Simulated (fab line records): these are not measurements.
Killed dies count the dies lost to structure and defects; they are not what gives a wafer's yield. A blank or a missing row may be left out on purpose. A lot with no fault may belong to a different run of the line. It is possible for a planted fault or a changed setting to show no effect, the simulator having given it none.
The same fault as seen by 2 desks	flow n5-finfet	only its own numbers are on each desk; what lay behind them is given at the end

## THE METROLOGY DESK
What the gauges read, lot by lot, whatever tool the lot ran on: means of the sampled wafers that have a number. Any lot whose mean is over 4 standard deviations away from the usual mean is out of limits and marked OUT; that distance is given in the brackets.
Columns: A = cd-nm at N5_BEOL_M12_CD_MEAS_10, usual 139.6 nm; B = V11_OVL at N5_BEOL_M12_OVL_MEAS_11, usual 2 nm; C = cd-nm at N5_BEOL_M12_CD_MEAS_17, usual 139.5 nm
lot	first seen here	A	B	C
L462	day 10 19:40	136.6	-7	136.5
L465	day 10 21:49	142.6	7	142.2
L463	day 10 21:57	139.7	2	139.2
L464	day 11 11:33	137.6	3	137.9
L466	day 11 21:44	137.5	6	136.1
L477	day 14 08:41	138.5	-2	137.6
L475	day 14 15:31	141.2	-8	141.6
L478	day 15 05:16	139.6	5	139.4
L480	day 15 13:17	139.8	0	139.0
L483	day 16 06:13	139.5	7	139.6
L479	day 17 04:41	141.4	-1	141.0
Finding of this desk: none of the 11 lots has anything out of limits.

## THE TOOL OWNER'S DESK: rie-diel-04
The tool's own readings at N5_BEOL_M12_ETCH_68 (etches SOC in N2/H2, time 285 s): means of the sampled wafers that have a number, for each lot that ran on this tool. Any lot whose mean is over 4 standard deviations away from the usual mean is out of limits and marked OUT; that distance is given in the brackets.
Columns: A = drypump-motor-current-A at N5_BEOL_M12_ETCH_68, usual 5.8 A; B = n2-flow-sccm at N5_BEOL_M12_ETCH_68, usual 199.9 sccm; C = oes-product-au at N5_BEOL_M12_ETCH_68, usual 0.79 a.u.; D = rf-vpp-V at N5_BEOL_M12_ETCH_68, usual 523.8 V; E = showerhead-plenum-p-Torr at N5_BEOL_M12_ETCH_68, usual 2.53 Torr; F = throttle-valve-pct at N5_BEOL_M12_ETCH_68, usual 17.77 %
lot	first seen here	A	B	C	D	E	F
L462	day 10 20:59	5.7	200.1	0.84	525.8	2.57	17.69
L463	day 10 23:31	5.4	200.0	0.72	523.0	2.53	17.86
L464	day 11 12:51	5.7	199.9	0.83	524.3	2.56	17.71
L475	day 14 16:59	5.4	199.6	0.96	524.1	2.53	17.70
L479	day 17 05:52	5.8	200.3	0.79	524.0	2.52	17.56
Finding of this desk: none of the 5 lots has anything out of limits.

## PUT TOGETHER
The metrology desk saw nothing out of limits.
Nothing out of limits was seen by the tool owner's desk.

## WHAT THE SIMULATOR HAD PUT IN
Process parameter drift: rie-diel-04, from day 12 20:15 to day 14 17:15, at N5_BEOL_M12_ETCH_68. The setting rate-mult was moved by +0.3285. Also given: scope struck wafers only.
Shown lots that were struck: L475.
